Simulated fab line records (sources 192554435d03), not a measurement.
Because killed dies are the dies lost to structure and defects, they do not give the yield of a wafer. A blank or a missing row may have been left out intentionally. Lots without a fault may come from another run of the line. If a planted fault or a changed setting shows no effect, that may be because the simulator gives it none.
Split-lot study	flow n5Finfet	on a route of 1938 steps: 7 lots, 21 wafers read

== SPLIT DETAILS ==
At N5_BEOL_M0_SAQP_ETCH_84 (etches SOC in N2/H2, target depth 100 nm, overetch 20 nm, time 150 s), the setting timeS was moved away from the recipe's 150 s on 6 of the 21 wafers read, by -18.3% to -6.9%. This setting was run at the recipe's value on the other wafers.

Reading taken at the split's own step.

== THE READING ==
SiARC_of_BEOL_M0_SAQP_COAT_82.thkNm (the simulator's own value, which no gauge read), in nm, at N5_BEOL_M0_SAQP_ETCH_84 (etches SOC in N2/H2, target depth 100 nm, overetch 20 nm, time 150 s). No usual value for it is given in the file. Here, 15 wafers ran the recipe; their average is 24.3 nm with a standard deviation of 0.16 nm.

wafer	tool, chamber at the split	timeS as run, s	against the recipe	SiARC_of_BEOL_M0_SAQP_COAT_82.thkNm, nm	against lot-mates on the recipe
L074.1	rieDiel-06, 0	150	recipe	24.2	-
L074.2	rieDiel-06, 3	150	recipe	24	-
L074.5	rieDiel-06, 3	150	recipe	24	-
L079.3	rieDiel-06, 0	122.5	-18.3%	25.4	+1.0
L079.4	rieDiel-06, 1	150	recipe	24.4	-
L079.5	rieDiel-06, 0	122.5	-18.3%	25.4	+1.0
L080.3	rieDiel-02, 1	150	recipe	24.4	-
L080.5	rieDiel-02, 2	150	recipe	24.4	-
L080.6	rieDiel-02, 3	150	recipe	24.4	-
L081.1	rieDiel-06, 1	150	recipe	24.2	-
L081.2	rieDiel-06, 2	150	recipe	24.4	-
L081.3	rieDiel-06, 3	150	recipe	24.4	-
L089.1	rieDiel-06, 0	150	recipe	24.2	-
L089.2	rieDiel-06, 1	125	-16.7%	25.2	+1.1
L089.6	rieDiel-06, 0	150	recipe	24	-
L092.2	rieDiel-02, 2	150	recipe	24.4	-
L092.4	rieDiel-02, 3	139.6	-6.9%	24.6	+0.2
L092.5	rieDiel-02, 2	150	recipe	24.4	-
L094.1	rieDiel-02, 3	150	recipe	24.4	-
L094.3	rieDiel-02, 2	134.8	-10.1%	25	+0.6
L094.6	rieDiel-02, 0	134.8	-10.1%	24.8	+0.4

THE FIT
A straight line over all 21 wafers: SiARC_of_BEOL_M0_SAQP_COAT_82.thkNm changes by -0.0593 nm for each +1% of timeS; r = -0.94; the points scatter about the line by 0.15 nm.
The same after taking each lot's own level away (the mean of its wafers on the recipe; 21 wafers): -0.0559 nm for each +1%; r = -0.97; scatter 0.093 nm.
On that fit, the largest move of timeS shifts the reading by 1 nm.
The lots' own levels span 24.07 to 24.40 nm, that is 2.1 times the standard deviation above.
The two slopes agree, so the slope changes little with the lot-to-lot level.
Check: +1.02 nm against its lot-mates is what the line predicts for one of the wafers moved furthest among these (-18.3%) when that wafer is left out of the fit. Against them it came out at +1 nm.

== ADDITIONAL SPLITS CARRIED BY THESE WAFERS ==
Note: prior to the reading, these wafers also went through further splits. Each is held against what the fit with the lots' levels taken away leaves over:
other split on the same wafers	wafers away from the commonest value	r with SiARC_of_BEOL_M0_SAQP_COAT_82.thkNm (lot level and that fit taken away)
N5_FIN_SAQP_ETCH_65 timeS	9	-0.18
N5_SD_EPI_N_PEB_07 pebTimeS	8	-0.11
N5_SD_EPI_N_ETCH_35 sourceW	6	+0.36
N5_SD_EPI_P_ETCH_16 targetDepthA	4	-0.01
N5_SD_EPI_P_EPI_21 tempC	6	+0.32
N5_MOL_CONTACT_COAG_ALD_27 aldCycles	7	+0.49
N5_MOL_CONTACT_COAG_ETCH_124 sourceW	4	+0.14

== THE FILE'S OWN FIT ==
SiARC_of_BEOL_M0_SAQP_COAT_82.thkNm changes by -0.0564 nm for each +1% of timeS, r = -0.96.
